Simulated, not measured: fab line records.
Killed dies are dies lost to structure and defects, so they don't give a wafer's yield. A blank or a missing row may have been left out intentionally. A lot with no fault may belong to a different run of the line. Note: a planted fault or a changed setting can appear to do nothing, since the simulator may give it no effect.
fab line records | flow nandHarc
record: lots: 6 wafers: 17 lastDay: 32
route steps=1302 shown A_DECK1_JOINT@539 A_ONON_D2@545
lots with no fault: from the same line, run without faults
startH: hours from the record's first day to the start of the lot's first wafer shown | waitH: hours from the lot's prior step to this one | " unchanged from the row above | L1.1+2: one row covering several wafers at once | - no value, or no start given | * or withheld: withheld | < > ~ a bound
route shown NAME@n: names a module that has steps shown in the file, with the first one's number in the route | usual: the fault-free wafers' mean and standard deviation | same: alike in all rows | chamber/n: place in a boat | sites: readings site by site | _std_site: how widely they spread, as a standard deviation | _edge_site: mean of outer sites minus mean of inner sites | radiusMm: for every site, how far away it sits from the centre of the wafer | mask NAME#n: copy n | behind: the most recent tool/chamber to have shaped the wafer | hold: why the lot was held/for how many hours/how that ended | device: transistor that didn't switch, given as n, p or np | end of line: at the end of the route, the tests of the same wafers | where a step has no rows: the recipe by itself | killed: dies that structure and defects cost at the first sort, which is not the same as the wafer's yield | map: dies across one wafer; x = killed, . = not, _ = none there
set.NAME: the setting as run; set.NAME@STEP: as run at that earlier step | model.NAME: the simulator's own value behind a step, which no gauge read
lots at selected steps of the route; one table per step, one row per wafer
services: when a tool's chamber went out of use (startH, in hours from the record's first day, below 0 if earlier), for how many hours, and the reason
== steps ==
step: NHARC_A_DECK1_JOINT_CMP_02
recipe: material: SiOx
usual: motorCurrentA: 11.7/1
columns lot.wafer tool chamber startH waitH motorCurrentA
L916.1 cmp-02 0 300.86 0.4 12.3
L916.6 " 3 " " 12.4
L916.5 " 0 " " 12.5
L921.2 cmp-02 2 349.78 0.4 10.0
L921.3 " 0 " " 12.2
L921.6 " 2 " " 10.6
L925.3 cmp-02 2 388.46 0.4 10.4
L925.1 " 1 " " 11.5
L925.5 " 2 " " 10.0
L928.2 cmp-03 1 413.63 0.4 10.8
L928.1 " 3 " " 12.6
L928.5 " 1 " " 11.1
L933.4 cmp-02 1 471.26 0.4 11.2
L933.2 " 2 " " 10.7
L933.3 " 3 " " 12.2
L934.3 cmp-02 0 478.05 0.4 12.1
L934.5 " 1 " " 11.7
step: NHARC_A_DECK1_JOINT_SRD_15
step: NHARC_A_DECK1_JOINT_DEP_16
recipe: targetThkA: 450 tempC: 400 pressureTorr: 6.5 rfW: 900 teosFlowSccm: 161.4 flowSccm: 2650 targetThkNm: 45 gas: O2 material: SiO2
usual: chamberPressureTorr: 6.499/0.014 heaterPowerW: 580/74 showerheadVppV: 1796/99 throttleValvePct: 15.9/0.61
columns lot.wafer tool chamber startH waitH chamberPressureTorr heaterPowerW showerheadVppV throttleValvePct
L916.1 pecvd-01 1 301.23 0.1 6.487 604 1744 16.0
L916.5 " 2 " " 6.515 603 1762 15.2
L916.6 " 0 " " 6.471 550 1873 16.2
L921.3 pecvd-01 2 350.15 0.1 6.492 591 1779 15.0
L921.2 " 0 " " 6.480 754 1875 16.6
L921.6 " 0 " " 6.484 730 1851 16.5
L925.1 pecvd-02 2 388.88 0.1 6.510 581 1683 16.4
L925.3 " 0 " " 6.496 520 1628 16.3
L925.5 " 1 " " 6.504 478 1806 15.9
L928.1 pecvd-04 0 414.04 0.1 6.510 723 2081 15.0
L928.2 " 1 " " 6.514 483 1840 15.6
L928.5 " 0 " " 6.510 722 2091 15.0
L933.2 pecvd-01 2 471.67 0.1 6.491 631 1755 15.3
L933.4 " 1 " " 6.494 555 1743 17.0
L933.3 " 2 " " 6.477 631 1783 15.4
L934.3 pecvd-02 0 478.37 0.1 6.508 428 1676 16.6
L934.5 " 2 " " 6.481 590 1682 16.4
step: NHARC_A_DECK1_JOINT_THK_MEAS_17
recipe: thkMeasGauge: ellipsometry
usual: thkNm: 45.0/1.2
columns lot.wafer tool chamber startH waitH thkNm
L916.1 filmMetro-02 - 301.51 0.3 45.1
L916.5 " - " " 44.6
L916.6 " - " " 42.9
L921.2 filmMetro-02 - 350.43 0.2 44.3
L921.3 " - " " 44.1
L921.6 " - " " 46.2
L925.1 filmMetro-02 - 389.13 0.2 46.5
L925.3 " - " " 44.1
L925.5 " - " " 45.3
L928.1 filmMetro-01 - 414.29 0.2 44.0
L928.2 " - " " 43.0
L928.5 " - " " 43.8
L933.2 filmMetro-01 - 471.99 0.3 46.0
L933.3 " - " " 45.3
L933.4 " - " " 46.1
L934.3 filmMetro-01 - 478.65 0.3 44.9
L934.5 " - " " 44.5
step: NHARC_A_DECK1_JOINT_INSPECT_05
usual: rawDefectCount: 342/120
columns lot.wafer tool chamber startH waitH rawDefectCount
L916.1 defectInspect-02 - 301.54 0.0 168
L916.5 " - " " 266
L916.6 " - " " 377
L921.2 defectInspect-01 - 350.46 0.0 304
L921.3 " - " " 285
L921.6 " - " " 308
L925.1 defectInspect-02 - 389.17 0.0 367
L925.3 " - " " 492
L925.5 " - " " 389
L928.1 defectInspect-01 - 414.33 0.0 295
L928.2 " - " " 236
L928.5 " - " " 282
L933.2 defectInspect-02 - 472.03 0.0 220
L933.3 " - " " 521
L933.4 " - " " 309
L934.3 defectInspect-02 - 478.69 0.0 205
L934.5 " - " " 172
step: NHARC_A_ONON_D2_DEP_00
recipe: targetThkA: 10000 n2FlowSccm: 2750 n2oFlowSccm: 2000 nh3FlowSccm: 500 sih4FlowSccm: 210 tempC: 400
step: NHARC_A_ONON_D2_THK_MEAS_02
recipe: thkMeasGauge: ellipsometry
usual: thkNm: 1003/12
columns lot.wafer tool chamber startH waitH thkNm
L916.1 filmMetro-01 - 302.11 - 1010
L916.5 " - " " 1011
L916.6 " - " " 1010
L921.2 filmMetro-02 - 351.04 - 1000
L921.3 " - " " 1001
L921.6 " - " " 1002
L925.1 filmMetro-02 - 389.74 - 991
L925.3 " - " " 992
L925.5 " - " " 993
L928.1 filmMetro-01 - 414.90 - 1007
L928.2 " - " " 1005
L928.5 " - " " 1005
L933.2 filmMetro-01 - 472.60 - 1005
L933.3 " - " " 1005
L933.4 " - " " 1006
L934.3 filmMetro-02 - 479.27 - 972
L934.5 " - " " 973
step: NHARC_A_ONON_D2_DEP_03
recipe: targetThkA: 10000 n2FlowSccm: 2750 n2oFlowSccm: 2000 nh3FlowSccm: 500 sih4FlowSccm: 210 tempC: 400
step: NHARC_A_ONON_D2_THK_MEAS_05
recipe: thkMeasGauge: ellipsometry
usual: thkNm: 1003/11
columns lot.wafer tool chamber startH waitH thkNm
L916.1 filmMetro-01 - 302.68 - 999
L916.5 " - " " 998
L916.6 " - " " 998
L921.2 filmMetro-01 - 351.61 - 1012
L921.3 " - " " 1012
L921.6 " - " " 1012
L925.1 filmMetro-01 - 390.31 - 991
L925.3 " - " " 990
L925.5 " - " " 990
L928.1 filmMetro-01 - 415.47 - 1007
L928.2 " - " " 1008
L928.5 " - " " 1010
L933.2 filmMetro-01 - 473.17 - 999
L933.3 " - " " 999
L933.4 " - " " 997
L934.3 filmMetro-02 - 479.83 - 1010
L934.5 " - " " 1009
step: NHARC_A_ONON_D2_DEP_06
recipe: targetThkA: 10000 n2FlowSccm: 2750 n2oFlowSccm: 2000 nh3FlowSccm: 500 sih4FlowSccm: 210 tempC: 400
step: NHARC_A_ONON_D2_THK_MEAS_08
recipe: thkMeasGauge: ellipsometry
usual: thkNm: 995/10
columns lot.wafer tool chamber startH waitH thkNm
L916.1 filmMetro-01 - 303.25 - 994
L916.5 " - " " 993
L916.6 " - " " 991
L921.2 filmMetro-02 - 352.18 - 996
L921.3 " - " " 995
L921.6 " - " " 996
L925.1 filmMetro-02 - 390.88 - 995
L925.3 " - " " 995
L925.5 " - " " 996
L928.1 filmMetro-01 - 416.03 - 1001
L928.2 " - " " 1003
L928.5 " - " " 1003
L933.2 filmMetro-01 - 473.74 - 994
L933.3 " - " " 995
L933.4 " - " " 995
L934.3 filmMetro-01 - 480.40 - 1014
L934.5 " - " " 1013
step: NHARC_A_ONON_D2_DEP_09
recipe: targetThkA: 10000 n2FlowSccm: 2750 n2oFlowSccm: 2000 nh3FlowSccm: 500 sih4FlowSccm: 210 tempC: 400
columns lot.wafer tool chamber startH waitH
L916.1+5+6 pecvdOnon-02 0 303.30 0.1
L921.2+3+6 pecvdOnon-01 0 352.29 0.1
L925.1+3+5 pecvdOnon-01 0 390.94 0.1
L928.1+2+5 pecvdOnon-02 0 416.09 0.1
L933.2+3+4 pecvdOnon-02 0 473.85 0.1
L934.3+5 pecvdOnon-02 0 480.57 0.2
step: NHARC_A_ONON_D2_THK_MEAS_11
recipe: thkMeasGauge: ellipsometry
usual: thkNm: 997/8.9
columns lot.wafer tool chamber startH waitH thkNm
L916.1 filmMetro-01 - 303.82 - 983
L916.5 " - " " 985
L916.6 " - " " 982
L921.2 filmMetro-02 - 352.74 - 1010
L921.3 " - " " 1011
L921.6 " - " " 1011
L925.1 filmMetro-02 - 391.45 - 994
L925.3 " - " " 993
L925.5 " - " " 993
L928.1 filmMetro-02 - 416.60 - 994
L928.2 " - " " 995
L928.5 " - " " 993
L933.2 filmMetro-02 - 474.31 - 1003
L933.3 " - " " 717
L933.4 " - " " 717
L934.3 filmMetro-02 - 480.97 - 707
L934.5 " - " " 994
step: NHARC_A_ONON_D2_DEP_12
recipe: targetThkA: 10000 n2FlowSccm: 2750 n2oFlowSccm: 2000 nh3FlowSccm: 500 sih4FlowSccm: 210 tempC: 400
== services ==
columns tool chamber startH hours kind
pecvd-02 2 294.41 2.9 repair
pecvd-04 0 305.44 6.8 repair
pecvd-01 - 311.18 13.0 pm
cmp-02 - 330.50 4.0 pm
cmp-03 - 355.21 0.9 repair
cmp-03 - 358.16 4.0 pm
cmp-02 - 364.72 11.9 repair
pecvdOnon-02 - 366.00 13.0 pm
cmp-03 - 372.30 3.4 repair
pecvd-01 - 376.15 1.6 repair
cmp-02 - 386.13 0.4 repair
pecvdOnon-01 - 400.54 5.6 repair
pecvd-02 2 406.53 4.8 repair
cmp-03 - 407.53 1.3 repair
pecvd-02 - 408.21 13.0 pm
cmp-02 - 428.50 4.0 pm
pecvd-04 1 434.68 6.7 repair
pecvd-04 0 438.11 18.8 repair
pecvdOnon-01 - 450.00 13.0 pm
pecvd-04 - 450.69 13.0 pm
cmp-03 - 456.16 4.0 pm
pecvd-04 2 466.52 20.7 repair
pecvd-02 - 469.65 0.7 repair
pecvd-01 0 470.44 20.6 repair
== key ==
firstSign: step: NHARC_A_ONON_D2_THK_MEAS_11 reading: thkNm direction: down sigmas: 32 usual: 997 struck: 714
effect none on later readings
metAt NHARC_A_ONON_D2_DEP_09
struckWafers L933.3,L933.4,L934.3
sortLeftOut L933.3,L933.4,L934.3
testerLeftOut L933,L934
onsetBetween 416.09 473.85
fault: kind: processParameterDrift tool: pecvdOnon-02 chamber: - onsetH: 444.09 steps: NHARC_A_ONON_D2_DEP_09 channel: targetThkA offset: * shape: step endH: 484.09 scope: struckWafersOnly actsIn: * stated: *
testerLeftOut: of these lots the tester's yield and bins aren't shown, on N5 and GAA mostly nor the transistor test; their killed dies are dies lost to structure and defects alone, not to doping, threshold or leakage, so they don't give the yield
sortLeftOut: the simulated sort isn't trusted on such a fault, so these wafers' sort isn't shown, and their yield isn't known
